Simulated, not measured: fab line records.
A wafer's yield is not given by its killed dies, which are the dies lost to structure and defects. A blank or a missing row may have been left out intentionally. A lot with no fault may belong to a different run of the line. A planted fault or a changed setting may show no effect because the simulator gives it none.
Matching of chambers || flow nand-harc || 4 sister chambers for NHARC_A_STAIRCASE_DESCUM_11 on rie-diel-10
The step chemistry O2, time 3 s. 22 wafers are shown with their chamber, then 11 later ones without.

== WAFERS, EACH WITH ITS CHAMBER ==
{"wafer": "L076.2", "chamber": 3, "drypump-motor-current-A (A)": 5.5, "showerhead-plenum-p-Torr (Torr)": 1.77, "throttle-valve-pct (%)": 11.324}
{"wafer": "L076.4", "chamber": 1, "drypump-motor-current-A (A)": 6.0, "showerhead-plenum-p-Torr (Torr)": 1.80, "throttle-valve-pct (%)": 11.321}
{"wafer": "L076.5", "chamber": 3, "drypump-motor-current-A (A)": 5.5, "showerhead-plenum-p-Torr (Torr)": 1.77, "throttle-valve-pct (%)": 11.306}
{"wafer": "L078.1", "chamber": 3, "drypump-motor-current-A (A)": 5.5, "showerhead-plenum-p-Torr (Torr)": 1.76, "throttle-valve-pct (%)": 11.315}
{"wafer": "L078.2", "chamber": 1, "drypump-motor-current-A (A)": 6.0, "showerhead-plenum-p-Torr (Torr)": 1.80, "throttle-valve-pct (%)": 11.317}
{"wafer": "L078.5", "chamber": 1, "drypump-motor-current-A (A)": 6.0, "showerhead-plenum-p-Torr (Torr)": 1.80, "throttle-valve-pct (%)": 11.295}
{"wafer": "L079.1", "chamber": 1, "drypump-motor-current-A (A)": 6.0, "showerhead-plenum-p-Torr (Torr)": 1.79, "throttle-valve-pct (%)": 11.315}
{"wafer": "L079.2", "chamber": 2, "drypump-motor-current-A (A)": 5.1, "showerhead-plenum-p-Torr (Torr)": 1.92, "throttle-valve-pct (%)": 11.307}
{"wafer": "L079.5", "chamber": 1, "drypump-motor-current-A (A)": 6.0, "showerhead-plenum-p-Torr (Torr)": 1.79, "throttle-valve-pct (%)": 11.292}
{"wafer": "L080.1", "chamber": 1, "drypump-motor-current-A (A)": 6.0, "showerhead-plenum-p-Torr (Torr)": 1.79, "throttle-valve-pct (%)": 11.308}
{"wafer": "L080.3", "chamber": 2, "drypump-motor-current-A (A)": 5.1, "showerhead-plenum-p-Torr (Torr)": 1.92, "throttle-valve-pct (%)": 11.316}
{"wafer": "L080.5", "chamber": 1, "drypump-motor-current-A (A)": 6.0, "showerhead-plenum-p-Torr (Torr)": 1.79, "throttle-valve-pct (%)": 11.316}
{"wafer": "L080.2", "chamber": 3, "drypump-motor-current-A (A)": 5.5, "showerhead-plenum-p-Torr (Torr)": 1.76, "throttle-valve-pct (%)": 11.333}
{"wafer": "L080.4", "chamber": 0, "drypump-motor-current-A (A)": 5.2, "showerhead-plenum-p-Torr (Torr)": 1.87, "throttle-valve-pct (%)": 11.313}
{"wafer": "L080.6", "chamber": 2, "drypump-motor-current-A (A)": 5.1, "showerhead-plenum-p-Torr (Torr)": 1.92, "throttle-valve-pct (%)": 11.303}
{"wafer": "L086.1", "chamber": 0, "drypump-motor-current-A (A)": 5.2, "showerhead-plenum-p-Torr (Torr)": 1.86, "throttle-valve-pct (%)": 11.319}
{"wafer": "L086.2", "chamber": 3, "drypump-motor-current-A (A)": 5.5, "showerhead-plenum-p-Torr (Torr)": 2.07, "throttle-valve-pct (%)": 11.306}
{"wafer": "L086.5", "chamber": 1, "drypump-motor-current-A (A)": 6.0, "showerhead-plenum-p-Torr (Torr)": 1.79, "throttle-valve-pct (%)": 11.301}
{"wafer": "L086.3", "chamber": 2, "drypump-motor-current-A (A)": 5.1, "showerhead-plenum-p-Torr (Torr)": 1.91, "throttle-valve-pct (%)": 11.312}
{"wafer": "L086.4", "chamber": 1, "drypump-motor-current-A (A)": 6.0, "showerhead-plenum-p-Torr (Torr)": 1.79, "throttle-valve-pct (%)": 11.319}
{"wafer": "L086.6", "chamber": 0, "drypump-motor-current-A (A)": 5.3, "showerhead-plenum-p-Torr (Torr)": 1.86, "throttle-valve-pct (%)": 11.320}
{"wafer": "L089.1", "chamber": 1, "drypump-motor-current-A (A)": 6.0, "showerhead-plenum-p-Torr (Torr)": 1.78, "throttle-valve-pct (%)": 11.308}

SIGNATURES (means of the wafers above)
{"reading": "drypump-motor-current-A", "chamber 0": 5.233, "chamber 1": 6.000, "chamber 2": 5.100, "chamber 3": 5.500, "scatter within a chamber": 0.0192}
{"reading": "showerhead-plenum-p-Torr", "chamber 0": 1.8633, "chamber 1": 1.7920, "chamber 2": 1.9175, "chamber 3": 1.8260, "scatter within a chamber": 0.0646}
{"reading": "throttle-valve-pct", "chamber 0": 11.31733, "chamber 1": 11.30920, "chamber 2": 11.30950, "chamber 3": 11.31680, "scatter within a chamber": 0.00949}
Rule: for a wafer and a chamber, the distance is found by dividing, reading by reading, the gap between the wafer's reading and the chamber's mean by the reading's scatter, squaring, summing and taking the root. If the next closest chamber is less than 2 further off than the closest, the wafer can't be placed; otherwise it belongs to the closest. The scatter: take each reading less its chamber's mean, square it, sum over the shown wafers, divide by the number of wafers less the number of chambers, and take the root.

== WAFERS WITH NO CHAMBER GIVEN ==
{"wafer": "L089.4", "drypump-motor-current-A (A)": 5.2, "showerhead-plenum-p-Torr (Torr)": 1.85, "throttle-valve-pct (%)": 11.308}
{"wafer": "L089.6", "drypump-motor-current-A (A)": 5.1, "showerhead-plenum-p-Torr (Torr)": 1.90, "throttle-valve-pct (%)": 11.322}
{"wafer": "L089.2", "drypump-motor-current-A (A)": 5.1, "showerhead-plenum-p-Torr (Torr)": 1.90, "throttle-valve-pct (%)": 11.309}
{"wafer": "L089.3", "drypump-motor-current-A (A)": 5.5, "showerhead-plenum-p-Torr (Torr)": 2.06, "throttle-valve-pct (%)": 11.306}
{"wafer": "L089.5", "drypump-motor-current-A (A)": 6.0, "showerhead-plenum-p-Torr (Torr)": 1.78, "throttle-valve-pct (%)": 11.325}
{"wafer": "L094.2", "drypump-motor-current-A (A)": 6.0, "showerhead-plenum-p-Torr (Torr)": 1.78, "throttle-valve-pct (%)": 11.313}
{"wafer": "L094.4", "drypump-motor-current-A (A)": 5.1, "showerhead-plenum-p-Torr (Torr)": 1.90, "throttle-valve-pct (%)": 11.311}
{"wafer": "L094.5", "drypump-motor-current-A (A)": 5.1, "showerhead-plenum-p-Torr (Torr)": 1.90, "throttle-valve-pct (%)": 11.333}
{"wafer": "L096.1", "drypump-motor-current-A (A)": 6.0, "showerhead-plenum-p-Torr (Torr)": 1.78, "throttle-valve-pct (%)": 11.311}
{"wafer": "L096.3", "drypump-motor-current-A (A)": 5.5, "showerhead-plenum-p-Torr (Torr)": 2.06, "throttle-valve-pct (%)": 11.300}
{"wafer": "L096.6", "drypump-motor-current-A (A)": 5.5, "showerhead-plenum-p-Torr (Torr)": 2.06, "throttle-valve-pct (%)": 11.315}

== WHICH CHAMBER EACH WENT THROUGH ==
{"wafer": "L089.4", "from the rows above": 0, "in truth": 0}
{"wafer": "L089.6", "from the rows above": 2, "in truth": 2}
{"wafer": "L089.2", "from the rows above": 2, "in truth": 2}
{"wafer": "L089.3", "from the rows above": 3, "in truth": 3}
{"wafer": "L089.5", "from the rows above": 1, "in truth": 1}
{"wafer": "L094.2", "from the rows above": 1, "in truth": 1}
{"wafer": "L094.4", "from the rows above": 2, "in truth": 2}
{"wafer": "L094.5", "from the rows above": 2, "in truth": 2}
{"wafer": "L096.1", "from the rows above": 1, "in truth": 1}
{"wafer": "L096.3", "from the rows above": 3, "in truth": 3}
{"wafer": "L096.6", "from the rows above": 3, "in truth": 3}
11 of 11 placed correctly. Number that these rows cannot place: 0. 0 placed wrongly.
